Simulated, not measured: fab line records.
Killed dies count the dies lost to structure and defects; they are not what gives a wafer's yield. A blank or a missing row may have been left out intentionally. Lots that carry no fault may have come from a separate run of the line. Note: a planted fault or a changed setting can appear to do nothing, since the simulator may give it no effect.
Problem report, 8D (eight disciplines) form, completed by code + flow nand-harc + the parts of the form that need people (team, actions taken, sign-off) are left out

1. WHAT IS WRONG
Wafers without a fault read 261.9 s, standard deviation 0.34; run-length-s at NHARC_P_CONTACT_ETCH_18 reads a mean of 204.5 s on 2 wafers belonging to 2 lots. That is -99 or more standard deviations from the usual mean.
The step: etches the open film in C4F8/O2/Ar, target depth 481 nm, time 240.5 s.
The first sign was on wafer L642.5 at day 8 16:42, on rie-diel-04. The record has a number at this step for 36 wafers belonging to 12 lots. Rule for "out" (also "out of limits"): further than 4 standard deviations from the usual mean. All remaining wafers that have a number are taken as sound.

2. WHAT IT IS, WHAT IT ISN'T
| question                    | is               | is not                                                                          |
|-----------------------------|------------------|---------------------------------------------------------------------------------|
| which readings at this step | run-length-s     | oes-product-au, rf-vpp-V                                                        |
| which lots                  | L642, L644       | L630, L631, L632, L633, L634, L635, L636, L637, L650, L653                      |
| which wafers of those lots  | L642.5, L644.3   | L642.2, L642.6, L644.4, L644.5                                                  |
| read on which tools         | rie-diel-04      | rie-diel-10, rie-diel-12                                                        |
| when                        | from day 8 16:42 | up to then (26 sound wafers); but 8 sound wafers of L644, L650, L653 came after |

3. WHAT RULES OUT EACH SUSPECT
Counting: if a tool at a process step up to the reading ran every lot that is out, it stays a suspect. Sound lots after the first of them don't rule it out here, since some wafers of a struck lot are sound.
- rie-diel-06 at NHARC_P_GATE_ETCHBACK_37 (etches the open film in CHF3/O2, target depth 34.5 nm, time 17.2 s): kept. Every lot that is out went through it, the first being L642 (day 8 11:48); the last sound lot it ran before that was L637 (day 7 03:56). With no start given for some of its lots, NHARC_P_GATE_ETCHBACK_37 uses the hours and lot order of NHARC_P_GATE_STRIP_113.
- plasma-asher-02 at NHARC_P_GATE_STRIP_113 (strips in N2/H2, time 740 s): kept. Every lot that is out went through it, the first being L642 (day 8 11:48); the last sound lot it ran before that was L634 (day 6 16:45).
- rie-diel-04 at NHARC_P_CONTACT_ETCH_18 (etches the open film in C4F8/O2/Ar, target depth 481 nm, time 240.5 s): kept. Every lot that is out went through it, the first being L642 (day 8 16:42); the last sound lot it ran before that was L632 (day 6 04:16). Out on those wafers are its own readings of run-length-s.
- At NHARC_P_GATE_STRIP_113 on plasma-asher-02, chamber 1 took the sound wafers of the same lots and chamber 0 took the wafers that are out.
- In rie-diel-04 at NHARC_P_CONTACT_ETCH_18, the wafers that are out were processed in chamber 1 and their sound lot-mates in chambers 0, 2, 3.
Left after counting: rie-diel-06 at NHARC_P_GATE_ETCHBACK_37, plasma-asher-02 at NHARC_P_GATE_STRIP_113, rie-diel-04 at NHARC_P_CONTACT_ETCH_18.

4. THE CAUSE (what the simulator had put in)
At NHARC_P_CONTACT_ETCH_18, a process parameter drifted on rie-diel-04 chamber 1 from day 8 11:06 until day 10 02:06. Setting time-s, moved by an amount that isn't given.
Counting leaves 3 suspects; this tool is one of them.

5. THE CHAIN OF EFFECTS, in route order
One row per reading whose mean, taken over the struck wafers that have a number, lies over 3 standard deviations from the usual. Readings are gone through only where the record gives a usual standard deviation; hours: the median, over the lots, of the time from a lot's start at the first step in this table giving one to that lot's start at this step; sigmas: the change measured in usual standard deviations.
| hours | step                    | reading      | usual   | on struck wafers | change | sigmas      |
|-------|-------------------------|--------------|---------|------------------|--------|-------------|
| 0     | NHARC_P_CONTACT_ETCH_18 | run-length-s | 261.9 s | 204.5            | -57.4  | -99 or more |
Its process steps:
- NHARC_P_CONTACT_ETCH_18: etches the open film in C4F8/O2/Ar, target depth 481 nm, time 240.5 s.

6. HOW IT WOULD HAVE BEEN CAUGHT EARLIER
First out-of-limits reading in this record: day 8 16:42, which is 6 hours after fault onset at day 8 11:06.
